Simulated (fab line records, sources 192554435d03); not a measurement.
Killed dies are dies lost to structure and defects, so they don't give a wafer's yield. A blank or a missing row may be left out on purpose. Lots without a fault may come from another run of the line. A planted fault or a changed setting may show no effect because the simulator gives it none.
fab line records | flow n5_finfet
record lots=7 wafers=21 last_day=19
route steps=1938 shown BEOL_M1@836 BEOL_M2@841 BEOL_M4@1111
lots that met no fault: from a run of the same line without faults
start_h: hours from the record's first day to the start of the lot's first wafer shown | wait_h: hours since the lot's step before | " the same as in the row above | L1.1+2: a row that stands for several wafers | - no value, or no start given | * or withheld: withheld | < > ~ a bound
route shown NAME@n: a module of which the file shows steps, and the number in the route of the first | usual: mean/standard deviation of fault-free wafers | same: alike in all rows | chamber/n: place in a boat | sites: the reading at each site | _std_site: their standard deviation | _edge_site: outer sites' mean less inner sites' | radius_mm: how far each site lies from the wafer's centre | mask NAME#n: copy n | behind: the tool/chamber that last shaped the wafer | hold: why the lot was held/for how many hours/how that ended | device: the transistor (n, p or np) that didn't switch | end of line: the same wafers' tests at the end of the route | a step without rows: its recipe alone | killed: dies lost to structure and defects at the first sort, not the wafer's yield | map: a wafer's dies, x killed, . not, _ none there
set.NAME: the setting as run; set.NAME@STEP: as run at that earlier step | model.NAME: the simulator's own value behind a step, which no gauge read
lots at some steps of the route; a table a step, a row a wafer
services: from which hour (start_h, from the record's first day; less than 0 if before it) a tool's chamber was out of use, for how many hours, and why
## steps
# step N5_BEOL_M1_CO_CAP_55
# recipe material=Co target_thk_a=20 temp_c=200 precursor=CCTBA/H2 pressure_torr=30 time_s=102.1
# step N5_BEOL_M1_PRE_CLEAN_56
# recipe gas=NH3 time_s=15 temp_c=withheld rf_power_w=300
# step N5_BEOL_M1_DEP_57
# recipe material=SiCN target_thk_a=80 temp_c=withheld precursor=3MS/NH3 pressure_torr=3 rf_w=202 time_s=14
# usual showerhead_plenum_p_Torr=3.667/0.011 throttle_valve_pct=9.2/0.35
# columns lot.wafer tool chamber start_h wait_h showerhead_plenum_p_Torr throttle_valve_pct
L362.3 pecvd-02 1 159.62 0.0 3.673 9.0
L362.5 " 2 " " 3.673 9.2
L362.6 " 0 " " 3.657 8.8
L366.2 pecvd-02 0 189.42 0.0 3.663 9.1
L366.4 " 1 " " 3.673 8.8
L366.6 " 0 " " 3.663 8.8
L369.2 pecvd-01 0 205.75 0.0 3.680 9.3
L369.5 " 2 " " 3.694 9.7
L369.6 " 0 " " 3.676 9.5
L370.3 pecvd-01 0 208.01 0.0 3.689 9.6
L370.4 " 1 " " 3.659 10.1
L370.6 " 0 " " 3.680 9.3
L368.2 pecvd-03 1 213.17 0.0 3.666 9.3
L368.3 " 2 " " 3.660 8.9
L368.6 " 1 " " 3.651 9.3
L377.1 pecvd-01 0 266.25 0.0 3.677 9.5
L377.3 " 2 " " 3.691 9.6
L377.4 " 2 " " 3.701 9.5
L380.1 pecvd-02 2 274.67 0.0 3.663 8.8
L380.4 " 0 " " 3.662 8.9
L380.6 " 2 " " 3.663 8.8
# step N5_BEOL_M1_RS_MEAS_58
# recipe thk_meas_gauge=four-point-probe reads=Co_of_BEOL_M1_CO_CAP_55+Cu_of_BEOL_M1_ECD_50+Co_of_BEOL_M1_CVD_47+TaN_of_BEOL_M1_ALD_84
# usual M1_RS=0.657/0.028
# columns lot.wafer tool chamber start_h wait_h M1_RS[ohm/sq]
L362.3 film_metro-01 - 159.69 0.1 0.651
L362.5 " - " " 0.619
L362.6 " - " " 0.640
L366.2 film_metro-01 - 189.49 0.1 0.666
L366.4 " - " " 0.627
L366.6 " - " " 0.622
L369.2 film_metro-01 - 205.81 0.1 0.616
L369.5 " - " " 0.603
L369.6 " - " " 0.616
L370.3 film_metro-01 - 208.08 0.1 0.641
L370.4 " - " " 0.644
L370.6 " - " " 0.613
L368.2 film_metro-01 - 213.24 0.1 0.706
L368.3 " - " " 0.718
L368.6 " - " " 0.667
L377.1 film_metro-01 - 266.32 0.0 0.653
L377.3 " - " " 0.664
L377.4 " - " " 0.741
L380.1 film_metro-02 - 274.73 0.0 0.655
L380.4 " - " " 0.643
L380.6 " - " " 0.636
# step N5_BEOL_M1_INSPECT_59
# recipe inspect_instrument=darkfield mode=post_dep
# usual raw_defect_count=65/22
# columns lot.wafer tool chamber start_h wait_h raw_defect_count
L362.3 defect_inspect-02 - 159.71 0.0 68
L362.5 " - " " 63
L362.6 " - " " 99
L366.2 defect_inspect-01 - 189.51 0.0 61
L366.4 " - " " 47
L366.6 " - " " 56
L369.2 defect_inspect-01 - 205.84 0.0 42
L369.5 " - " " 63
L369.6 " - " " 58
L370.3 defect_inspect-01 - 208.11 0.0 45
L370.4 " - " " 70
L370.6 " - " " 63
L368.2 defect_inspect-01 - 213.27 0.0 71
L368.3 " - " " 60
L368.6 " - " " 49
L377.1 defect_inspect-01 - 266.34 0.0 60
L377.3 " - " " 132
L377.4 " - " " 76
L380.1 defect_inspect-01 - 274.76 0.0 79
L380.4 " - " " 69
L380.6 " - " " 54
# step N5_BEOL_M2_ILD_DEP_00
# recipe material=SiOC target_thk_a=790 temp_c=350 precursor=DEMS/O2 pressure_torr=5 rf_w=500 time_s=15.3
# usual heater_power_w=510/99 showerhead_plenum_p_Torr=5.698/0.019 throttle_valve_pct=12.3/0.51
# columns lot.wafer tool chamber start_h wait_h heater_power_w showerhead_plenum_p_Torr throttle_valve_pct
L362.3 pecvd-04 2 159.75 0.0 387 5.680 11.3
L362.5 " 0 " " 536 5.703 11.6
L362.6 " 2 " " 403 5.673 11.3
L366.2 pecvd-01 0 189.55 0.0 553 5.726 12.2
L366.4 " 1 " " 364 5.682 13.5
L366.6 " 0 " " 536 5.723 12.4
L369.2 pecvd-04 1 205.88 0.0 354 5.675 12.2
L369.5 " 1 " " 342 5.695 12.4
L369.6 " 2 " " 438 5.684 11.5
L370.3 pecvd-04 0 208.14 0.0 603 5.696 11.6
L370.4 " 2 " " 417 5.677 11.8
L370.6 " 0 " " 607 5.694 11.9
L368.2 pecvd-03 0 213.30 0.0 500 5.705 12.3
L368.3 " 2 " " 451 5.669 11.9
L368.6 " 1 " " 528 5.689 12.2
L377.1 pecvd-01 0 266.38 0.0 624 5.717 12.0
L377.3 " 2 " " 637 5.735 12.6
L377.4 " 0 " " 497 5.710 12.6
L380.1 pecvd-03 2 274.80 0.0 472 5.680 11.8
L380.4 " 2 " " 475 5.677 12.1
L380.6 " 0 " " 481 5.707 12.6
# step N5_BEOL_M2_THK_MEAS_01
# recipe reads=SiOC_of_BEOL_M2_ILD_DEP_00
# usual M2_ILD_THK=78.7/0.99
# columns lot.wafer tool chamber start_h wait_h M2_ILD_THK[nm]
L362.3 film_metro-02 - 159.82 0.1 78.6
L362.5 " - " " 79.8
L362.6 " - " " 79.6
L366.2 film_metro-01 - 189.63 0.1 78.9
L366.4 " - " " 80.0
L366.6 " - " " 79.9
L369.2 film_metro-01 - 205.94 0.1 78.2
L369.5 " - " " 78.6
L369.6 " - " " 78.7
L370.3 film_metro-02 - 208.21 0.1 77.3
L370.4 " - " " 78.9
L370.6 " - " " 79.0
L368.2 film_metro-02 - 213.37 0.1 79.1
L368.3 " - " " 77.3
L368.6 " - " " 77.8
L377.1 film_metro-02 - 266.45 0.0 77.5
L377.3 " - " " 78.5
L377.4 " - " " 79.7
L380.1 film_metro-01 - 274.86 0.0 76.9
L380.4 " - " " 77.5
L380.6 " - " " 78.4
# step N5_BEOL_M2_PECVD_72
# recipe material=SiO2 target_thk_a=160 temp_c=400 precursor=TEOS/O2 pressure_torr=5.5 rf_w=450 teos_flow_sccm=53.8 gas=O2 flow_sccm=3000 time_s=18
# usual heater_power_w=725/130 showerhead_plenum_p_Torr=8.78/0.072 throttle_valve_pct=22.8/0.85
# columns lot.wafer tool chamber start_h wait_h heater_power_w showerhead_plenum_p_Torr throttle_valve_pct
L362.3 pecvd-01 1 159.85 0.0 578 8.78 24.6
L362.5 " 2 " " 945 8.93 23.1
L362.6 " 1 " " 579 8.78 24.4
L366.2 pecvd-04 1 189.67 0.0 567 8.73 22.4
L366.4 " 2 " " 634 8.71 21.4
L366.6 " 0 " " 776 8.78 21.9
L369.2 pecvd-04 0 205.98 0.0 903 8.80 22.0
L369.5 " 0 " " 875 8.79 22.0
L369.6 " 1 " " 474 8.70 22.9
L370.3 pecvd-03 1 208.25 0.0 665 8.74 23.1
L370.4 " 1 " " 669 8.69 23.0
L370.6 " 0 " " 739 8.86 23.0
L368.2 pecvd-03 0 213.41 0.0 670 8.84 23.1
L368.3 " 2 " " 740 8.76 22.0
L368.6 " 1 " " 753 8.73 23.0
L377.1 pecvd-04 2 266.49 0.0 608 8.70 21.9
L377.3 " 0 " " 881 8.75 22.4
L377.4 " 1 " " 559 8.71 22.8
L380.1 pecvd-01 0 274.90 0.0 808 8.85 23.2
L380.4 " 1 " " 687 8.77 24.5
L380.6 " 0 " " 825 8.85 23.3
# step N5_BEOL_M2_HM_DEP_02
# recipe material=TiN target_thk_a=200 temp_c=25 chamber_pressure_pa=0.49996
# usual throttle_valve_pct=30.3/1.1
# columns lot.wafer tool chamber start_h wait_h throttle_valve_pct
L362.3 pvd_sputter-03 - 160.67 0.8 32.3
L362.5 " - " " 31.7
L362.6 " - " " 32.4
L366.2 pvd_sputter-03 - 191.65 2.0 30.0
L366.4 " - " " 31.6
L366.6 " - " " 29.6
L369.2 pvd_sputter-02 - 208.31 2.3 30.0
L369.5 " - " " 29.1
L369.6 " - " " 29.9
L370.3 pvd_sputter-03 - 208.89 0.6 30.2
L370.4 " - " " 31.6
L370.6 " - " " 31.6
L368.2 pvd_sputter-02 - 213.77 0.3 29.3
L368.3 " - " " 28.8
L368.6 " - " " 30.0
L377.1 pvd_sputter-01 - 268.97 2.5 30.0
L377.3 " - " " 30.8
L377.4 " - " " 30.1
L380.1 pvd_sputter-03 - 275.17 0.3 32.4
L380.4 " - " " 30.1
L380.6 " - " " 32.1
# step N5_BEOL_M2_COAT_61
# recipe resist=SOC temp_c=250 time_s=60 spin_rpm=1500 resist_thk_nm=60
# step N5_BEOL_M2_COAT_62
# recipe resist=SiARC temp_c=220 time_s=60 spin_rpm=1500 resist_thk_nm=12
# step N5_BEOL_M2_COAT_73
# recipe resist=underlayer temp_c=205 time_s=60 spin_rpm=1500 resist_thk_nm=5
# step N5_BEOL_M2_COAT_05
# recipe resist=CAR-EUV spin_rpm=1500 resist_thk_nm=30
# usual spin_speed_rpm=1499.9/0.9
# columns lot.wafer tool chamber start_h wait_h spin_speed_rpm model.CAR-EUV_of_BEOL_M2_COAT_05.thk_nm
L362.3 litho_track-01 0 160.80 - 1500.9 30
L362.5 " 0 " " 1501.2 30
L362.6 " 0 " " 1500.6 30
L366.2 litho_track-05 0 191.79 - 1498.4 30
L366.4 " 0 " " 1499.1 30
L366.6 " 0 " " 1499.1 30
L369.2 litho_track-05 0 208.45 - 1447.9 30.6
L369.5 " 0 " " 1448.0 30.8
L369.6 " 0 " " 1446.8 30.6
L370.3 litho_track-05 0 209.03 - 1445.8 30.6
L370.4 " 0 " " 1446.3 30.6
L370.6 " 0 " " 1444.6 30.6
L368.2 litho_track-05 0 213.91 - 1446.1 30.4
L368.3 " 0 " " 1444.9 30.4
L368.6 " 0 " " 1446.2 30.4
L377.1 litho_track-03 0 269.10 - 1499.7 29.8
L377.3 " 0 " " 1499.9 29.8
L377.4 " 0 " " 1500.3 29.8
L380.1 litho_track-03 0 275.30 - 1497.4 30
L380.4 " 0 " " 1499.2 30
L380.6 " 0 " " 1500.1 30
# step N5_BEOL_M2_EBR_07
# recipe solvent=PGMEA ebr_width_mm=1.5
# step N5_BEOL_M2_SOFTBAKE_06
# recipe temp_c=110 time_s=60 resist=CAR-EUV
# step N5_BEOL_M2_EXPOSE_08
# recipe mask_id=M2 na=0.33 source_shape=dipole sigma_inner=0.369 sigma_outer=0.767 polarization=unpolarized dose_mj=41.25
# step N5_BEOL_M2_PEB_09
# recipe peb_temp_c=100 peb_time_s=60 resist=CAR-EUV
# step N5_BEOL_M2_DEVELOP_10
# recipe develop_time_s=30 developer=TMAH resist=CAR-EUV rinse_liquid=surfactant_rinse dry=air_spin dev_temp_c=23
# step N5_BEOL_M2_CD_MEAS_11
# recipe target_cd_nm=16.79 landing_energy_ev=500 detector=se_inlens polarity=opening
# usual cd_nm=16.83/0.23
# columns lot.wafer tool chamber start_h wait_h cd_nm
L362.3 cd_sem-02 0 161.07 - 16.65
L362.5 " 0 " " 16.55
L362.6 " 0 " " 16.67
L366.2 cd_sem-03 0 192.05 - 16.82
L366.4 " 0 " " 16.79
L366.6 " 0 " " 16.88
L369.2 cd_sem-03 0 208.83 - 16.90
L369.5 " 0 " " 16.58
L369.6 " 0 " " 16.90
L370.3 cd_sem-03 0 209.32 - 17.26
L370.4 " 0 " " 16.92
L370.6 " 0 " " 16.90
L368.2 cd_sem-03 0 214.17 - 16.58
L368.3 " 0 " " 16.81
L368.6 " 0 " " 16.64
L377.1 cd_sem-01 0 269.36 - 17.00
L377.3 " 0 " " 16.82
L377.4 " 0 " " 16.63
L380.1 cd_sem-02 0 275.56 - 17.24
L380.4 " 0 " " 16.68
L380.6 " 0 " " 16.79
# step N5_BEOL_M2_OVL_MEAS_12
# recipe points_per_wafer=522
# usual M2_OVL=0.1/0.67
# columns lot.wafer tool chamber start_h wait_h M2_OVL[nm]
L362.3 overlay-02 0 161.11 0.0 -0.9
L362.5 " 0 " " -0.9
L362.6 " 0 " " -0.5
L366.2 overlay-02 0 192.08 0.0 0.1
L366.4 " 0 " " -0.3
L366.6 " 0 " " -1.0
L369.2 overlay-02 0 208.87 0.0 -0.7
L369.5 " 0 " " 0.0
L369.6 " 0 " " -0.8
L370.3 overlay-02 0 209.36 0.0 0.3
L370.4 " 0 " " 0.0
L370.6 " 0 " " -0.1
L368.2 overlay-02 0 214.20 0.0 0.1
L368.3 " 0 " " 0.1
L368.6 " 0 " " 1.6
L377.1 overlay-02 0 269.39 0.0 -1.0
L377.3 " 0 " " -0.6
L377.4 " 0 " " -0.3
L380.1 overlay-02 0 275.59 0.0 1.3
L380.4 " 0 " " 1.1
L380.6 " 0 " " 0.8
# step N5_BEOL_M2_INSPECT_13
# recipe mode=adi inspect_instrument=brightfield
# usual raw_defect_count=380/100
# columns lot.wafer tool chamber start_h wait_h raw_defect_count
L362.3 defect_inspect-01 - 161.15 0.0 233
L362.5 " - " " 253
L362.6 " - " " 367
L366.2 defect_inspect-01 - 192.14 0.0 241
L366.4 " - " " 281
L366.6 " - " " 263
L369.2 defect_inspect-02 - 208.93 0.1 379
L369.5 " - " " 342
L369.6 " - " " 527
L370.3 defect_inspect-02 - 209.41 0.0 290
L370.4 " - " " 374
L370.6 " - " " 269
L368.2 defect_inspect-02 - 214.26 0.0 480
L368.3 " - " " 528
L368.6 " - " " 333
L377.1 defect_inspect-02 - 269.45 0.1 632
L377.3 " - " " 766
L377.4 " - " " 766
L380.1 defect_inspect-01 - 275.65 0.1 426
L380.4 " - " " 360
L380.6 " - " " 446
# step N5_BEOL_M2_DESCUM_16
# recipe chemistry=O2 time_s=7 source_power_w=50 bias_power_w=20 pressure_mtorr=20 rf_frequency_hz=2.712e+07 temp_c=40 resist=CAR-EUV o2_flow_sccm=225
# usual drypump_motor_current_A=5.9/0.51 oes_product_au=0.80/0.083 rf_vpp_V=244.0/1.4 showerhead_plenum_p_Torr=2.14/0.068 throttle_valve_pct=20.43/0.16
# columns lot.wafer tool chamber start_h wait_h drypump_motor_current_A oes_product_au rf_hours_counter_h rf_vpp_V showerhead_plenum_p_Torr throttle_valve_pct model.CAR-EUV_of_BEOL_M2_COAT_05.thk_nm
L362.3 rie_diel-02 3 161.19 0.0 5.8 0.83 88 244.7 2.20 20.54 26
L362.5 " 0 " " 6.1 0.73 - 245.5 2.17 20.42 26
L362.6 " 3 " " 5.8 0.83 - 243.1 2.20 20.55 26
L366.2 rie_diel-03 3 192.20 0.1 6.1 0.75 161 242.5 2.09 20.49 26
L366.4 " 0 " " 6.4 0.93 8 244.1 2.15 20.18 26.2
L366.6 " 1 " " 6.7 0.73 - 245.0 2.17 20.11 26
L369.2 rie_diel-03 3 209.53 0.6 6.1 0.75 167 241.9 2.09 20.50 26.6
L369.5 " 0 " " 6.4 0.92 - 243.9 2.14 20.18 26.8
L369.6 " 1 " " 6.7 0.72 - 244.1 2.16 20.13 26.6
L370.3 rie_diel-02 2 209.78 0.4 6.1 0.97 1 245.4 2.23 20.34 26.8
L370.4 " 0 " " 6.2 0.72 192 246.4 2.16 20.42 26.6
L370.6 " 0 " " 6.2 0.72 - 245.7 2.16 20.42 26.8
L368.2 rie_diel-02 3 214.29 0.0 5.8 0.82 104 245.2 2.19 20.56 26.6
L368.3 " 2 " " 6.1 0.96 3 245.7 2.23 20.36 26.6
L368.6 " 3 " " 5.8 0.82 - 243.8 2.19 20.56 26.6
L377.1 rie_diel-02 3 269.49 0.0 5.8 0.80 123 245.6 2.18 20.57 25.8
L377.3 " 2 " " 6.0 0.90 21 245.0 2.22 20.38 26
L377.4 " 1 " " 5.0 0.85 67 243.3 2.04 20.37 26
L380.1 rie_diel-02 2 276.06 0.4 6.1 0.90 24 244.6 2.22 20.38 26
L380.4 " 1 " " 5.0 0.84 70 243.1 2.04 20.37 26
L380.6 " 0 " " 6.2 0.69 - 243.8 2.15 20.45 26
# step N5_BEOL_M2_ETCH_74
# recipe chemistry=N2/H2 target=underlayer target_depth_a=65 mask_material=CAR-EUV time_s=5.2 ion_energy_ev=200 pressure_mtorr=30 source_w=840 bias_w=150 n2_flow_sccm=200 h2_flow_sccm=200 ends=cleared
# usual drypump_motor_current_A=5.9/0.51 etch_rf_on_time_s=5.21/0.075 oes_product_au=0.68/0.067 rf_vpp_V=525.5/2.7 showerhead_plenum_p_Torr=2.60/0.086 throttle_valve_pct=17.86/0.21
# columns lot.wafer tool chamber start_h wait_h drypump_motor_current_A etch_rf_on_time_s oes_product_au rf_hours_counter_h rf_vpp_V showerhead_plenum_p_Torr throttle_valve_pct
L362.3 rie_diel-02 3 161.22 0.0 5.8 5.10 0.72 88 528.0 2.68 18.02
L362.5 " 0 " " 6.2 5.20 0.63 - 526.8 2.63 17.86
L362.6 " 3 " " 5.8 5.08 0.71 - 528.4 2.68 18.03
L366.2 rie_diel-03 3 192.23 0.0 6.2 5.15 0.64 161 525.0 2.53 17.88
L366.4 " 0 " " 6.4 5.18 0.79 8 526.4 2.60 17.50
L366.6 " 1 " " 6.7 5.29 0.63 - 526.4 2.64 17.54
L369.2 rie_diel-03 3 209.56 0.0 6.1 5.18 0.64 167 524.4 2.53 17.89
L369.5 " 0 " " 6.4 5.25 0.75 - 525.1 2.60 17.55
L369.6 " 1 " " 6.7 5.25 0.63 - 525.1 2.64 17.52
L370.3 rie_diel-02 2 209.82 0.0 6.1 5.21 0.82 1 528.6 2.72 17.73
L370.4 " 0 " " 6.2 5.28 0.61 192 526.0 2.63 17.87
L370.6 " 0 " " 6.2 5.20 0.62 - 527.9 2.63 17.86
L368.2 rie_diel-02 3 214.32 0.0 5.8 5.05 0.70 104 528.3 2.67 18.08
L368.3 " 2 " " 6.0 5.23 0.80 3 530.4 2.71 17.74
L368.6 " 3 " " 5.8 5.06 0.70 - 527.9 2.67 18.05
L377.1 rie_diel-02 3 269.52 0.0 5.8 5.09 0.69 123 526.2 2.66 18.09
L377.3 " 2 " " 6.1 5.26 0.76 21 529.3 2.71 17.75
L377.4 " 1 " " 5.0 5.31 0.71 67 523.0 2.48 17.88
L380.1 rie_diel-02 2 276.10 0.0 6.1 5.16 0.76 24 529.2 2.70 17.77
L380.4 " 1 " " 5.0 5.26 0.71 70 519.8 2.48 17.91
L380.6 " 0 " " 6.2 5.18 0.60 - 528.1 2.62 17.92
# step N5_BEOL_M4_RC_MEAS_101
# usual DIBL_N=36.4/1.4 DIBL_P=36.4/1.5 IOFF_N=0.156/0.022 IOFF_P=0.210/0.023 ION_N=675/9.1 ION_P=463/5.7 SS_N=71.6/0.45 SS_P=73.3/0.56 VT_N=250/3.1 VT_P=-250.3/2.3
# columns lot.wafer tool chamber start_h wait_h DIBL_N[mV/V] DIBL_P[mV/V] IOFF_N[nA/um] IOFF_P[nA/um] ION_N[uA/um] ION_P[uA/um] SS_N[mV/dec] SS_P[mV/dec] VT_N[mV] VT_P[mV]
L362.3 prober-01 0 224.19 0.3 36.2 36.9 0.182 0.227 678 463 71.5 73.5 246 -249.8
L362.5 " 0 " " 33.7 35.0 0.139 0.194 672 464 70.9 71.9 249 -250.3
L362.6 " 0 " " 36.1 38.1 0.190 0.258 694 476 71.9 73.3 243 -247.5
L366.2 prober-01 0 249.31 0.2 35.5 35.9 0.131 0.182 667 459 71.7 72.6 256 -250.9
L366.4 " 0 " " 35.2 36.1 0.131 0.184 666 454 71.9 72.8 258 -252.4
L366.6 " 0 " " 35.7 36.6 0.135 0.188 669 458 71.7 72.8 255 -252.5
L369.2 prober-01 0 257.46 0.2 34.8 34.8 0.123 0.179 656 450 71.4 73.2 256 -254.4
L369.5 " 0 " " 36.0 36.2 0.136 0.194 660 464 71.5 74.0 255 -252.4
L369.6 " 0 " " 37.7 37.9 0.170 0.232 671 461 72.1 73.5 252 -250.2
L368.2 prober-02 0 264.84 0.2 35.3 36.3 0.129 0.206 658 463 71.5 73.3 256 -250.7
L368.3 " 0 " " 36.1 36.3 0.136 0.203 671 461 72.2 73.5 254 -250.2
L368.6 " 0 " " 36.7 37.7 0.145 0.223 664 461 71.9 73.4 253 -249.0
L370.3 prober-01 0 275.32 0.3 38.9 35.3 0.159 0.225 675 468 71.3 73.1 249 -250.0
L370.4 " 0 " " 39.6 35.1 0.165 0.218 667 458 72.0 73.3 250 -248.5
L370.6 " 0 " " 38.8 34.6 0.149 0.202 658 452 71.9 73.3 254 -249.9
L377.1 prober-02 0 315.33 0.0 33.9 33.7 0.121 0.188 673 464 70.9 73.8 250 -250.0
L377.3 " 0 " " 36.1 36.5 0.162 0.218 678 469 72.2 73.7 252 -247.1
L377.4 " 0 " " 34.8 34.6 0.134 0.194 666 462 70.8 72.9 252 -249.0
L380.1 prober-02 0 342.18 0.0 34.4 34.2 0.117 0.185 655 450 71.2 72.3 256 -249.0
L380.4 " 0 " " 34.6 35.9 0.135 0.201 662 464 71.7 73.5 251 -250.3
L380.6 " 0 " " 35.1 35.6 0.128 0.197 657 463 71.3 73.3 256 -251.1
## services
# columns tool chamber start_h hours kind
pvd_sputter-01 - 139.40 1.8 repair
pecvd-02 - 149.75 5.7 repair
pecvd-03 - 154.73 0.5 repair
pecvd-03 0 155.34 5.5 scheduled_down
pecvd-01 0 174.52 5.0 scheduled_down
pecvd-04 0 177.41 2.1 scheduled_down
pecvd-01 1 179.52 2.1 scheduled_down
pecvd-03 2 179.72 4.0 repair
pvd_sputter-02 - 186.11 7.3 repair
rie_diel-02 2 187.65 - clean
rie_diel-02 2 187.65 - consumable_replace:focus_ring
rie_diel-02 2 187.65 - consumable_replace:showerhead
rie_diel-02 2 187.65 18.9 scheduled_down
rie_diel-02 2 187.65 18.9 vent_cycle
pecvd-04 - 200.31 1.6 repair
pecvd-03 - 214.46 1.7 repair
rie_diel-03 1 222.81 2.7 repair
pecvd-03 - 225.74 3.7 repair
pecvd-01 0 227.89 4.0 repair
rie_diel-02 0 236.29 1.6 repair
pecvd-03 0 253.56 2.1 scheduled_down
rie_diel-03 0 253.76 5.9 repair
pecvd-04 2 263.06 2.1 scheduled_down
pecvd-01 - 274.98 0.7 repair
## key
first_sign step=N5_BEOL_M2_COAT_05 reading=spin_speed_rpm direction=down sigmas=59 usual=* struck=*
effect none on later readings
model_effect step=N5_BEOL_M2_COAT_05 value=CAR-EUV_of_BEOL_M2_COAT_05.thk_nm without=30.04 struck=30.56
model_effect step=N5_BEOL_M2_DESCUM_16 value=CAR-EUV_of_BEOL_M2_COAT_05.thk_nm without=26.13 struck=26.67
met_at N5_BEOL_M2_COAT_05
struck_wafers L368.2,L368.3,L368.6,L369.2,L369.5,L369.6,L370.3,L370.4,L370.6
rows_end L368.2,L368.3,L368.6,L369.2,L369.5,L369.6
onset_between 191.79 208.45
earlier_fault kind=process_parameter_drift tool=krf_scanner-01 chamber=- onset_h=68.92 steps=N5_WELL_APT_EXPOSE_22 channel=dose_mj offset=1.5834 shape=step acts_in=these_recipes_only stated=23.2
fault kind=process_parameter_drift tool=litho_track-05 chamber=- onset_h=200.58 steps=N5_BEOL_M2_COAT_05 channel=spin_rpm offset=* shape=step acts_in=* stated=*
# rows_end: these wafers met a further fault down the route, and their rows from its step on are left out
